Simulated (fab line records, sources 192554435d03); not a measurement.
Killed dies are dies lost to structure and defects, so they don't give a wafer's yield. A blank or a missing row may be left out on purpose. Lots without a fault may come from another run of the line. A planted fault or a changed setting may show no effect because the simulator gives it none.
Split-lot experiment | flow n5_finfet | 7 lots, 21 wafers read, on a route of 1938 steps

THE SPLIT
At N5_BEOL_M3_EXPOSE_08 (exposes mask M3), the setting dose_mj was moved away from the recipe's 33 on 8 of the 21 wafers read, by -5.6% to +6.9%. The other wafers ran this setting at the recipe's value.

FROM THE SPLIT TO THE READING: what the file shows between them, 14 steps
- N5_BEOL_M3_PEB_09: peb time 60 s
- N5_BEOL_M3_DEVELOP_10: develop time 30 s
- N5_BEOL_M3_DESCUM_16: chemistry O2, time 7 s
- N5_BEOL_M3_ETCH_74: etches underlayer in N2/H2, target depth 6.5 nm, time 5.2 s
- N5_BEOL_M3_ETCH_63: etches SiARC in CF4, target depth 15.6 nm, time 26 s
- N5_BEOL_M3_ETCH_64: etches SOC in N2/H2, target depth 75 nm, overetch 15 nm, time 112.5 s
- N5_BEOL_M3_STRIP_65: strips in N2/H2
- N5_BEOL_M3_HM_OPEN_17: chemistry Cl2/BCl3, target TiN, target depth 20 nm, overetch 6 nm
- N5_BEOL_M3_STRIP_19: strips in O2
- N5_BEOL_M3_CD_MEAS_18: pitch 36 nm, target cd 18 nm
- N5_BEOL_M3_COAT_67: time 60 s, resist thk 60 nm
- N5_BEOL_M3_COAT_68: time 60 s, resist thk 12 nm
- N5_BEOL_M3_PRECLEAN_42: cleans in residue remover, time 60 s
- N5_BEOL_M3_SRD_43: time 30 s

THE READING
cd_nm, in nm, at N5_BEOL_M3_CD_MEAS_35 (target cd 18 nm, target cd y 21 nm). Fault-free wafers of this fab line usually give 18.0 nm, standard deviation 0.32 nm.

wafer  | tool, chamber at the split | dose_mj as run | against the recipe | cd_nm, nm | against lot-mates on the recipe
L076.1 | euv_scanner-01, 0          | 33             | recipe             | 18.1      | -
L076.2 | euv_scanner-01, 0          | 33             | recipe             | 18.3      | -
L076.5 | euv_scanner-01, 0          | 31.54          | -4.4%              | 17.5      | -0.7
L077.4 | euv_scanner-02, 0          | 31.14          | -5.6%              | 17.4      | -1.1
L077.5 | euv_scanner-02, 0          | 33             | recipe             | 18.6      | -
L077.6 | euv_scanner-02, 0          | 33             | recipe             | 18.4      | -
L082.1 | euv_scanner-01, 0          | 34.65          | +5.0%              | 18.6      | +0.6
L082.2 | euv_scanner-01, 0          | 33             | recipe             | 18.0      | -
L082.5 | euv_scanner-01, 0          | 34.65          | +5.0%              | 18.7      | +0.7
L084.2 | euv_scanner-02, 0          | 33             | recipe             | 18.1      | -
L084.5 | euv_scanner-02, 0          | 33             | recipe             | 17.7      | -
L084.6 | euv_scanner-02, 0          | 33             | recipe             | 17.7      | -
L089.1 | euv_scanner-02, 0          | 35.29          | +6.9%              | 19.5      | +1.8
L089.4 | euv_scanner-02, 0          | 33             | recipe             | 17.7      | -
L089.6 | euv_scanner-02, 0          | 35.29          | +6.9%              | 19.2      | +1.5
L094.1 | euv_scanner-02, 0          | 31.67          | -4.0%              | 16.6      | -1.3
L094.2 | euv_scanner-02, 0          | 33             | recipe             | 17.7      | -
L094.4 | euv_scanner-02, 0          | 33             | recipe             | 18.1      | -
L093.2 | euv_scanner-01, 0          | 33             | recipe             | 17.7      | -
L093.4 | euv_scanner-01, 0          | 33             | recipe             | 17.8      | -
L093.5 | euv_scanner-01, 0          | 34.34          | +4.1%              | 18.9      | +1.1

THE FIT
A straight line over all 21 wafers: cd_nm changes by +0.175 nm for each +1% of dose_mj; r = +0.88; the points scatter about the line by 0.33 nm.
The same after taking each lot's own level away (the mean of its wafers on the recipe; 21 wafers): +0.212 nm for each +1%; r = +0.95; scatter 0.23 nm.
On that fit, the largest move of dose_mj shifts the reading by 1.5 nm.
The lots' own levels span 17.70 to 18.50 nm, that is 2.5 times the standard deviation above.
So the lot-to-lot level changes the slope: the two fits differ.
Check: with one of the wafers moved furthest among these (+6.9%) left out of the fit, the line predicts +1.36 nm for it against its lot-mates. It came out at +1.8 nm against them.

THE WHOLE CHAIN: every reading that the file lists as answering this split, in the file's order
step                  | what it does                                                | reading                                                               | change (the file's fit)               | r (the file's)
N5_BEOL_M3_ETCH_74    | etches underlayer in N2/H2, target depth 6.5 nm, time 5.2 s | BEOL_M3.cd_offset_nm (the simulator's own value, which no gauge read) | +0.209 nm for each +1% of the setting | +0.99
N5_BEOL_M3_ETCH_63    | etches SiARC in CF4, target depth 15.6 nm, time 26 s        | BEOL_M3.cd_offset_nm (the simulator's own value, which no gauge read) | +0.202 nm for each +1% of the setting | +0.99
N5_BEOL_M3_CD_MEAS_18 | pitch 36 nm, target cd 18 nm                                | cd_nm                                                                 | +0.186 nm for each +1% of the setting | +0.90
N5_BEOL_M3_CD_MEAS_35 | target cd 18 nm, target cd y 21 nm                          | cd_nm                                                                 | +0.216 nm for each +1% of the setting | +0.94

THE FILE'S OWN FIT
cd_nm changes by +0.216 nm for each +1% of dose_mj, r = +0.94.
